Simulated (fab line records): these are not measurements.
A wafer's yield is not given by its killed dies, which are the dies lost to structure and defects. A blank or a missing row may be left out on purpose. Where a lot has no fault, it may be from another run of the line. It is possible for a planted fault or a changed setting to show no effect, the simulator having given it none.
Matching of chambers | flow nandHarc | NHARC_A_STAIRCASE_DEP_322 on pecvd-04 has 3 sister chambers
The step deposits SiO2, target thk 7200 nm. 6 wafers are shown with their chamber, then 9 later ones without.

EACH WAFER AND ITS CHAMBER
wafer  | chamber | heaterPowerW (W)
L084.3 | 1       | 956
L084.4 | 1       | 816
L084.6 | 0       | 662
L085.2 | 2       | 658
L085.4 | 2       | 543
L085.6 | 0       | 656

WAFERS WITHOUT THEIR CHAMBER
wafer  | heaterPowerW (W)
L088.1 | 895
L088.5 | 811
L088.6 | 541
L093.2 | 606
L093.3 | 766
L093.5 | 817
L095.1 | 791
L095.2 | 644
L095.3 | 1023

CHAMBER TAKEN BY EACH
wafer  | from the rows above          | in truth
L088.1 | 1                            | 1
L088.5 | can't be placed: 1 or 0 or 2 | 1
L088.6 | can't be placed: 2 or 0      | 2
L093.2 | can't be placed: 2 or 0      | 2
L093.3 | can't be placed: 0 or 1 or 2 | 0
L093.5 | can't be placed: 1 or 0 or 2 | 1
L095.1 | can't be placed: 1 or 0 or 2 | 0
L095.2 | can't be placed: 0 or 2      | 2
L095.3 | 1                            | 1
Placed correctly: 2 of 9. Can't be placed from these rows: 7 (the true chamber is among the candidates in 7). Number placed wrongly: 0.
How it was worked out, from the rows above alone: a wafer's distance from a chamber is the root of the sum, over the readings, of the square of ((its reading less the chamber's mean) divided by the reading's scatter). The wafer belongs to the nearest chamber; if the next one is less than 2 further off, it can't be placed. For every chamber, the mean is computed from those of its wafers that are shown. How the scatter is found: for the shown wafers, subtract from each reading the mean of its chamber, square and add these, divide the total by (wafers less chambers), then take the root.
